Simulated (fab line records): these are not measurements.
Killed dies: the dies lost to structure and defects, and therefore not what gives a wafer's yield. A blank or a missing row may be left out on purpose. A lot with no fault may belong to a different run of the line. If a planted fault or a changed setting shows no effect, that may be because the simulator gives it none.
Split-lot study || flow n5_finfet || 39 wafers read across 7 lots, on a route 1938 steps long

## THE SPLIT ITSELF
At N5_BEOL_M3_PECVD_72 (deposits SiO2 from TEOS/O2, target thk 16 nm, time 18 s), the setting time_s was moved away from the recipe's 18 s on 12 of the 39 wafers read, by -44.8% to +55.1%. For the rest of the wafers, this setting stayed at what the recipe calls for.

The reading comes from the split's own step.

## THE READING
SiO2_of_BEOL_M3_PECVD_72.thk_nm (the simulator's own value, which no gauge read), in nm, at N5_BEOL_M3_PECVD_72 (deposits SiO2 from TEOS/O2, target thk 16 nm, time 18 s). There is no usual value for it anywhere in the file. Across the 27 wafers here that went through the recipe, the average is 16.0 nm and the standard deviation 0.22 nm.

{"wafer": "L079.1", "tool, chamber at the split": "pecvd-01, 0", "time_s as run, s": 18, "against the recipe": "recipe", "SiO2_of_BEOL_M3_PECVD_72.thk_nm, nm": 15.8, "against lot-mates on the recipe": "-"}
{"wafer": "L079.2", "tool, chamber at the split": "pecvd-01, 2,0", "time_s as run, s": 18, "against the recipe": "recipe", "SiO2_of_BEOL_M3_PECVD_72.thk_nm, nm": 16, "against lot-mates on the recipe": "-"}
{"wafer": "L079.3", "tool, chamber at the split": "pecvd-01, 2,0", "time_s as run, s": 18, "against the recipe": "recipe", "SiO2_of_BEOL_M3_PECVD_72.thk_nm, nm": 16, "against lot-mates on the recipe": "-"}
{"wafer": "L079.4", "tool, chamber at the split": "pecvd-01, 2", "time_s as run, s": 18, "against the recipe": "recipe", "SiO2_of_BEOL_M3_PECVD_72.thk_nm, nm": 16.6, "against lot-mates on the recipe": "-"}
{"wafer": "L079.5", "tool, chamber at the split": "pecvd-01, 2,0", "time_s as run, s": 18, "against the recipe": "recipe", "SiO2_of_BEOL_M3_PECVD_72.thk_nm, nm": 16.2, "against lot-mates on the recipe": "-"}
{"wafer": "L079.6", "tool, chamber at the split": "pecvd-01, 2,0", "time_s as run, s": 18, "against the recipe": "recipe", "SiO2_of_BEOL_M3_PECVD_72.thk_nm, nm": 16.2, "against lot-mates on the recipe": "-"}
{"wafer": "L085.1", "tool, chamber at the split": "pecvd-03, 1,0,1", "time_s as run, s": 18, "against the recipe": "recipe", "SiO2_of_BEOL_M3_PECVD_72.thk_nm, nm": 16, "against lot-mates on the recipe": "-"}
{"wafer": "L085.3", "tool, chamber at the split": "pecvd-03, 1,0,1", "time_s as run, s": 18, "against the recipe": "recipe", "SiO2_of_BEOL_M3_PECVD_72.thk_nm, nm": 16, "against lot-mates on the recipe": "-"}
{"wafer": "L085.4", "tool, chamber at the split": "pecvd-03, 1,0,1", "time_s as run, s": 18, "against the recipe": "recipe", "SiO2_of_BEOL_M3_PECVD_72.thk_nm, nm": 16, "against lot-mates on the recipe": "-"}
{"wafer": "L085.2", "tool, chamber at the split": "pecvd-03, 2", "time_s as run, s": 18, "against the recipe": "recipe", "SiO2_of_BEOL_M3_PECVD_72.thk_nm, nm": 15.6, "against lot-mates on the recipe": "-"}
{"wafer": "L085.5", "tool, chamber at the split": "pecvd-03, 2", "time_s as run, s": 18, "against the recipe": "recipe", "SiO2_of_BEOL_M3_PECVD_72.thk_nm, nm": 15.8, "against lot-mates on the recipe": "-"}
{"wafer": "L085.6", "tool, chamber at the split": "pecvd-03, 0", "time_s as run, s": 18, "against the recipe": "recipe", "SiO2_of_BEOL_M3_PECVD_72.thk_nm, nm": 16.2, "against lot-mates on the recipe": "-"}
{"wafer": "L088.1", "tool, chamber at the split": "pecvd-01, 2,1,0", "time_s as run, s": 18, "against the recipe": "recipe", "SiO2_of_BEOL_M3_PECVD_72.thk_nm, nm": 16.2, "against lot-mates on the recipe": "-"}
{"wafer": "L088.3", "tool, chamber at the split": "pecvd-01, 2,1,0", "time_s as run, s": 18, "against the recipe": "recipe", "SiO2_of_BEOL_M3_PECVD_72.thk_nm, nm": 16.2, "against lot-mates on the recipe": "-"}
{"wafer": "L088.6", "tool, chamber at the split": "pecvd-01, 2,1,0", "time_s as run, s": 18, "against the recipe": "recipe", "SiO2_of_BEOL_M3_PECVD_72.thk_nm, nm": 16.2, "against lot-mates on the recipe": "-"}
{"wafer": "L088.2", "tool, chamber at the split": "pecvd-01, 0", "time_s as run, s": 9.932, "against the recipe": "-44.8%", "SiO2_of_BEOL_M3_PECVD_72.thk_nm, nm": 9.2, "against lot-mates on the recipe": -7.0}
{"wafer": "L088.4", "tool, chamber at the split": "pecvd-01, 2,1", "time_s as run, s": 9.932, "against the recipe": "-44.8%", "SiO2_of_BEOL_M3_PECVD_72.thk_nm, nm": 9.4, "against lot-mates on the recipe": -6.8}
{"wafer": "L088.5", "tool, chamber at the split": "pecvd-01, 2,1", "time_s as run, s": 9.932, "against the recipe": "-44.8%", "SiO2_of_BEOL_M3_PECVD_72.thk_nm, nm": 9.4, "against lot-mates on the recipe": -6.8}
{"wafer": "L089.1", "tool, chamber at the split": "pecvd-04, 2,1", "time_s as run, s": 18, "against the recipe": "recipe", "SiO2_of_BEOL_M3_PECVD_72.thk_nm, nm": 15.8, "against lot-mates on the recipe": "-"}
{"wafer": "L089.3", "tool, chamber at the split": "pecvd-04, 2,1", "time_s as run, s": 18, "against the recipe": "recipe", "SiO2_of_BEOL_M3_PECVD_72.thk_nm, nm": 15.8, "against lot-mates on the recipe": "-"}
{"wafer": "L089.2", "tool, chamber at the split": "pecvd-04, 0,1", "time_s as run, s": 15.26, "against the recipe": "-15.2%", "SiO2_of_BEOL_M3_PECVD_72.thk_nm, nm": 13.6, "against lot-mates on the recipe": -2.3}
{"wafer": "L089.5", "tool, chamber at the split": "pecvd-04, 0,1", "time_s as run, s": 15.26, "against the recipe": "-15.2%", "SiO2_of_BEOL_M3_PECVD_72.thk_nm, nm": 13.6, "against lot-mates on the recipe": -2.3}
{"wafer": "L089.4", "tool, chamber at the split": "pecvd-04, 2", "time_s as run, s": 18, "against the recipe": "recipe", "SiO2_of_BEOL_M3_PECVD_72.thk_nm, nm": 16.2, "against lot-mates on the recipe": "-"}
{"wafer": "L089.6", "tool, chamber at the split": "pecvd-04, 0", "time_s as run, s": 15.26, "against the recipe": "-15.2%", "SiO2_of_BEOL_M3_PECVD_72.thk_nm, nm": 14.2, "against lot-mates on the recipe": -1.7}
{"wafer": "L094.1", "tool, chamber at the split": "pecvd-03, 2", "time_s as run, s": 27.92, "against the recipe": "+55.1%", "SiO2_of_BEOL_M3_PECVD_72.thk_nm, nm": 23.8, "against lot-mates on the recipe": "+7.8"}
{"wafer": "L094.2", "tool, chamber at the split": "pecvd-03, 1", "time_s as run, s": 18, "against the recipe": "recipe", "SiO2_of_BEOL_M3_PECVD_72.thk_nm, nm": 16, "against lot-mates on the recipe": "-"}
{"wafer": "L094.3", "tool, chamber at the split": "pecvd-03, 0", "time_s as run, s": 27.92, "against the recipe": "+55.1%", "SiO2_of_BEOL_M3_PECVD_72.thk_nm, nm": 24.4, "against lot-mates on the recipe": "+8.4"}
{"wafer": "L094.4", "tool, chamber at the split": "pecvd-03, 1", "time_s as run, s": 27.92, "against the recipe": "+55.1%", "SiO2_of_BEOL_M3_PECVD_72.thk_nm, nm": 24.6, "against lot-mates on the recipe": "+8.6"}
{"wafer": "L094.5", "tool, chamber at the split": "pecvd-03, 2", "time_s as run, s": 18, "against the recipe": "recipe", "SiO2_of_BEOL_M3_PECVD_72.thk_nm, nm": 15.8, "against lot-mates on the recipe": "-"}
{"wafer": "L094.6", "tool, chamber at the split": "pecvd-03, 0", "time_s as run, s": 18, "against the recipe": "recipe", "SiO2_of_BEOL_M3_PECVD_72.thk_nm, nm": 16.2, "against lot-mates on the recipe": "-"}
{"wafer": "L096.4", "tool, chamber at the split": "pecvd-04, 2,1", "time_s as run, s": 18, "against the recipe": "recipe", "SiO2_of_BEOL_M3_PECVD_72.thk_nm, nm": 16, "against lot-mates on the recipe": "-"}
{"wafer": "L096.5", "tool, chamber at the split": "pecvd-04, 2,1", "time_s as run, s": 18, "against the recipe": "recipe", "SiO2_of_BEOL_M3_PECVD_72.thk_nm, nm": 16, "against lot-mates on the recipe": "-"}
{"wafer": "L096.6", "tool, chamber at the split": "pecvd-04, 0", "time_s as run, s": 18, "against the recipe": "recipe", "SiO2_of_BEOL_M3_PECVD_72.thk_nm, nm": 15.6, "against lot-mates on the recipe": "-"}
{"wafer": "L097.1", "tool, chamber at the split": "pecvd-01, 2,1", "time_s as run, s": 18, "against the recipe": "recipe", "SiO2_of_BEOL_M3_PECVD_72.thk_nm, nm": 15.8, "against lot-mates on the recipe": "-"}
{"wafer": "L097.3", "tool, chamber at the split": "pecvd-01, 2,1", "time_s as run, s": 18, "against the recipe": "recipe", "SiO2_of_BEOL_M3_PECVD_72.thk_nm, nm": 15.8, "against lot-mates on the recipe": "-"}
{"wafer": "L097.2", "tool, chamber at the split": "pecvd-01, 0", "time_s as run, s": 12.69, "against the recipe": "-29.5%", "SiO2_of_BEOL_M3_PECVD_72.thk_nm, nm": 11, "against lot-mates on the recipe": -4.9}
{"wafer": "L097.4", "tool, chamber at the split": "pecvd-01, 1", "time_s as run, s": 12.69, "against the recipe": "-29.5%", "SiO2_of_BEOL_M3_PECVD_72.thk_nm, nm": 11.6, "against lot-mates on the recipe": -4.3}
{"wafer": "L097.5", "tool, chamber at the split": "pecvd-01, 0", "time_s as run, s": 12.69, "against the recipe": "-29.5%", "SiO2_of_BEOL_M3_PECVD_72.thk_nm, nm": 11.2, "against lot-mates on the recipe": -4.7}
{"wafer": "L097.6", "tool, chamber at the split": "pecvd-01, 2", "time_s as run, s": 18, "against the recipe": "recipe", "SiO2_of_BEOL_M3_PECVD_72.thk_nm, nm": 16.2, "against lot-mates on the recipe": "-"}
If several chambers appear in one row, that row covers several wafers at once and the file leaves open which wafer was in which chamber.

FIT RESULTS
A straight line over all 39 wafers: SiO2_of_BEOL_M3_PECVD_72.thk_nm changes by +0.151 nm for each +1% of time_s; r = +1.00; the points scatter about the line by 0.26 nm.
The same after taking each lot's own level away (the mean of its wafers on the recipe; 39 wafers): +0.152 nm for each +1%; r = +1.00; scatter 0.23 nm.
That fit puts the effect of the largest move of time_s on the reading at 8.4 nm.
The lots' own levels span 15.87 to 16.20 nm, that is 1.5 times the standard deviation above.
Hence the lot-to-lot level has little effect on the slope; both slopes agree.
Check: for one of the wafers moved furthest among these (+55.1%), held out of the fit, the line's prediction against its lot-mates is +8.5 nm. It came out at +7.8 nm against them.

## OTHER SPLITS APPLIED TO THESE WAFERS
These wafers also went through other splits before the reading. Each is held against what the fit with the lots' levels taken away leaves over:
{"other split on the same wafers": "N5_FIN_SAQP_ETCH_65 time_s", "wafers away from the commonest value": 12, "r with SiO2_of_BEOL_M3_PECVD_72.thk_nm (lot level and that fit taken away)": -0.08}
{"other split on the same wafers": "N5_STI_FIN_REVEAL_ETCHBACK_08 time_s", "wafers away from the commonest value": 12, "r with SiO2_of_BEOL_M3_PECVD_72.thk_nm (lot level and that fit taken away)": "+0.03"}
{"other split on the same wafers": "N5_HKMG_FIN_ALD_72 ald_cycles", "wafers away from the commonest value": 15, "r with SiO2_of_BEOL_M3_PECVD_72.thk_nm (lot level and that fit taken away)": -0.15}
{"other split on the same wafers": "N5_BEOL_M1_ETCH_64 time_s", "wafers away from the commonest value": 15, "r with SiO2_of_BEOL_M3_PECVD_72.thk_nm (lot level and that fit taken away)": "+0.13"}

## THE FILE'S OWN FIT
SiO2_of_BEOL_M3_PECVD_72.thk_nm changes by +0.152 nm for each +1% of time_s, r = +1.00.
